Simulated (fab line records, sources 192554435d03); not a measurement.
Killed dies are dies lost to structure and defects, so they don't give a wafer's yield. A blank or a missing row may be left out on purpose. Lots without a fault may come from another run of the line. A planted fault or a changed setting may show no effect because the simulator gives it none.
Chamber matching | flow n5_finfet | N5_DUMMY_REMOVAL_HM_STRIP_01 on rie_diel-06: 4 sister chambers
The step strips SiNx in CH3F/O2, stops on poly-Si, target depth 4 nm, time 6.8 s. 20 wafers are shown with their chamber, then 10 later ones without.

WAFERS WITH THEIR CHAMBER
wafer  | chamber | showerhead_plenum_p_Torr (Torr) | drypump_motor_current_A (A) | throttle_valve_pct (%)
L077.1 | 0       | 2.08                            | 5.9                         | 16.07
L077.3 | 1       | 1.85                            | 5.5                         | 16.29
L077.5 | 2       | 2.03                            | 6.1                         | 16.49
L078.2 | 1       | 1.85                            | 5.5                         | 16.32
L078.4 | 0       | 2.08                            | 5.9                         | 16.06
L078.5 | 0       | 2.08                            | 5.9                         | 16.06
L081.3 | 2       | 2.03                            | 6.0                         | 16.48
L081.4 | 2       | 2.03                            | 6.1                         | 16.50
L081.5 | 0       | 2.07                            | 5.9                         | 16.08
L085.1 | 0       | 2.07                            | 5.9                         | 16.09
L085.2 | 2       | 2.03                            | 6.0                         | 16.50
L085.6 | 2       | 2.03                            | 6.0                         | 16.49
L086.3 | 3       | 2.09                            | 5.7                         | 16.33
L086.4 | 2       | 2.03                            | 6.0                         | 16.52
L086.5 | 1       | 1.84                            | 5.5                         | 16.32
L087.3 | 2       | 2.03                            | 6.0                         | 16.51
L087.5 | 3       | 2.09                            | 5.7                         | 16.32
L087.6 | 2       | 2.03                            | 6.1                         | 16.52
L088.1 | 0       | 2.07                            | 5.9                         | 16.11
L088.2 | 2       | 2.02                            | 6.0                         | 16.51

SIGNATURES (means of the wafers above)
reading                  | chamber 0 | chamber 1 | chamber 2 | chamber 3 | scatter within a chamber
showerhead_plenum_p_Torr | 2.0750    | 1.8467    | 2.0289    | 2.0900    | 0.00437
drypump_motor_current_A  | 5.900     | 5.500     | 6.033     | 5.700     | 0.0354
throttle_valve_pct       | 16.0783   | 16.3100   | 16.5022   | 16.3250   | 0.016
Rule: a wafer's distance from a chamber is the root of the sum, over the readings, of the square of ((its reading less the chamber's mean) divided by the reading's scatter). The wafer belongs to the nearest chamber; if the next one is less than 2 further off, it can't be placed. The scatter: the root of (the sum of the squares of (reading less its chamber's mean) over the shown wafers, divided by (wafers less chambers)).

WAFERS WITHOUT THEIR CHAMBER
wafer  | showerhead_plenum_p_Torr (Torr) | drypump_motor_current_A (A) | throttle_valve_pct (%)
L088.5 | 2.09                            | 5.7                         | 16.33
L092.2 | 1.84                            | 5.5                         | 16.34
L092.5 | 2.09                            | 5.7                         | 16.35
L092.6 | 2.02                            | 6.0                         | 16.55
L093.1 | 2.09                            | 5.7                         | 16.35
L093.4 | 2.07                            | 5.9                         | 16.12
L093.5 | 2.07                            | 5.9                         | 16.12
L094.1 | 2.09                            | 5.7                         | 16.34
L094.5 | 2.07                            | 5.9                         | 16.12
L094.6 | 2.09                            | 5.7                         | 16.35

WHICH CHAMBER EACH WENT THROUGH
wafer  | from the rows above | in truth
L088.5 | 3                   | 3
L092.2 | 1                   | 1
L092.5 | 3                   | 3
L092.6 | 2                   | 2
L093.1 | 3                   | 3
L093.4 | 0                   | 0
L093.5 | 0                   | 0
L094.1 | 3                   | 3
L094.5 | 0                   | 0
L094.6 | 3                   | 3
Placed correctly: 10 of 10. Can't be placed from these rows: 0. Placed wrongly: 0.
